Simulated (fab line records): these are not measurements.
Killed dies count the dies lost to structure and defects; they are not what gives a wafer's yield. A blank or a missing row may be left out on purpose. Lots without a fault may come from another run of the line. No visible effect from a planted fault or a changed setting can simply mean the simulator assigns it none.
Comparing a struck lot with a sound one    flow n5_finfet    37 steps out of a route of 1938
Sound: the wafers L699.2, L699.4, L699.5. Wafers L704.1, L704.2, L704.3 were the ones struck. At the end, the cause is stated.
At each step with rows: each side's tool, then ch and its chambers, then its first start. Under that, the readings that differ: sound wafers    struck wafers    difference of the means    sigmas: that difference in standard deviations of wafers without a fault.
alike: words and numbers the same on both sides, and readings whose means are apart by under 2 such deviations; not compared: readings that were withheld, readings missing a value for some wafer, numbers with overlapping values and no deviation given by the record, and bounds like >300 which may hide the same value.
A row with sigmas, a row that says differs or no value, or rows on one side alone: a step with any of these is where the two part. Numbers that don't overlap but have no deviation are shown without sigmas and don't part them. Lack of a reading on every wafer of one side parts them only where that side has two or more wafers.

first, 9 steps without rows for these wafers: N5_WELL_APT_HMDS_01 (time 60 s); N5_WELL_APT_COAT_02 (resist thk 950 nm); N5_WELL_APT_EBR_04; N5_WELL_APT_SOFTBAKE_03 (time 60 s); N5_WELL_APT_EXPOSE_05 (exposes mask NWELL, defocus 0 nm, target cd 200 nm); N5_WELL_APT_PEB_06 (peb time 90 s); N5_WELL_APT_DEVELOP_07 (develop time 45 s); N5_WELL_APT_HARDBAKE_12 (time 120 s); N5_WELL_APT_DESCUM_13 (chemistry O2, time 7.9 s).
N5_WELL_APT_IMPLANT_14:
  sound on implanter-01 ch 0, day 3 02:02; struck on implanter-01 ch 0, day 4 08:06
reading             sound                             struck                            difference   sigmas
dose_ions_cm2       1.4977e+13 1.4988e+13 1.4994e+13  1.1337e+13 1.1335e+13 1.1323e+13  -3.6547e+12  -99 or more
faraday_current_uA  189 192 193                       139 140 140                       -52          -13
  alike: beam_energy_keV, end_station_pressure_torr
then, 25 steps without rows for these wafers: N5_WELL_APT_IMPLANT_15; N5_WELL_APT_STRIP_16 (strips in SPM, time 900 s); N5_WELL_APT_HMDS_18 (time 60 s); N5_WELL_APT_COAT_19 (resist thk 950 nm); N5_WELL_APT_EBR_21; N5_WELL_APT_SOFTBAKE_20 (time 60 s); N5_WELL_APT_EXPOSE_22 (exposes mask PWELL, defocus 0 nm, target cd 200 nm); N5_WELL_APT_PEB_23 (peb time 90 s); N5_WELL_APT_DEVELOP_24 (develop time 45 s); N5_WELL_APT_HARDBAKE_29 (time 120 s); N5_WELL_APT_DESCUM_30 (chemistry O2, time 7.9 s); N5_WELL_APT_IMPLANT_31; N5_WELL_APT_IMPLANT_32; N5_WELL_APT_STRIP_33 (strips in SPM, time 900 s); N5_WELL_APT_RTA_34 (time 10 s); N5_WELL_APT_OXIDE_STRIP_42 (strips SiO2 in dHF, time 45 s, target depth 12 nm); N5_WELL_APT_PRECLEAN_36 (cleans in O3/DIW, time 45 s); N5_WELL_APT_PRECLEAN_39 (cleans in dHF, time 60 s); N5_WELL_APT_SRD_37 (time 30 s); N5_WELL_APT_EPI_41 (deposits Si from SiH4/H2, target thk 50 nm, time 297.7 s); N5_PMOS_HMC_CHANNEL_EPI_HM_DEP_34 (deposits SiO2 from TEOS/O2, target thk 36 nm, time 6.9 s); N5_PMOS_HMC_CHANNEL_EPI_COAT_31 (time 60 s, resist thk 66 nm); N5_PMOS_HMC_CHANNEL_EPI_COAT_03 (resist thk 205 nm); N5_PMOS_HMC_CHANNEL_EPI_EBR_05; N5_PMOS_HMC_CHANNEL_EPI_SOFTBAKE_04 (time 60 s).
-- record jumps: 7 days separate the struck wafers' starts on either side; left off in module PMOS_HMC_CHANNEL_EPI, taken up again in module BEOL_M4, whose first shown step is the route's number 1111 --
N5_BEOL_M4_RC_MEAS_101:
  sound on prober-02 ch 0, day 10 10:37; struck on prober-01 ch 0, day 11 14:29
reading            sound           struck          difference  sigmas
RS_NWELL (ohm/sq)  1038 1049 1044  1208 1206 1221  +168        +24
  alike: DIBL_N, DIBL_P, IOFF_N, IOFF_P, ION_N, ION_P, SS_N, SS_P, VT_N, VT_P
-- here the record skips 5 days between the struck wafers' starts before and after, leaving off in module BEOL_M4 and picking up in module PASSIVATION (first step shown: number 1936 of the route) --
N5_PASSIVATION_PROBE_49:
  sound on prober-02 at day 15 06:16; struck on prober-02 at day 16 16:45
  alike: defect_limited_yield, killed_at_M0_to_M3, killed_at_M4_up, killed_at_contacts, killed_at_front_end, killed_at_other, killed_dies, killed_open, killed_short, sort_bin_4_leakage, sort_bin_5_function, sort_bin_6_memory, sort_n_pass, sort_yield_pct

## WHERE THEY PART
Last at N5_BEOL_M4_RC_MEAS_101 as far as this record goes, first at N5_WELL_APT_IMPLANT_14. Later steps at which nothing parts them and some readings are alike: N5_PASSIVATION_PROBE_49.

WHY: what the simulator had put in
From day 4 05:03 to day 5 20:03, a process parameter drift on implanter-01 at N5_WELL_APT_IMPLANT_14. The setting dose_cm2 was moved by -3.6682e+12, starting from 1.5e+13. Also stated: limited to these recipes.
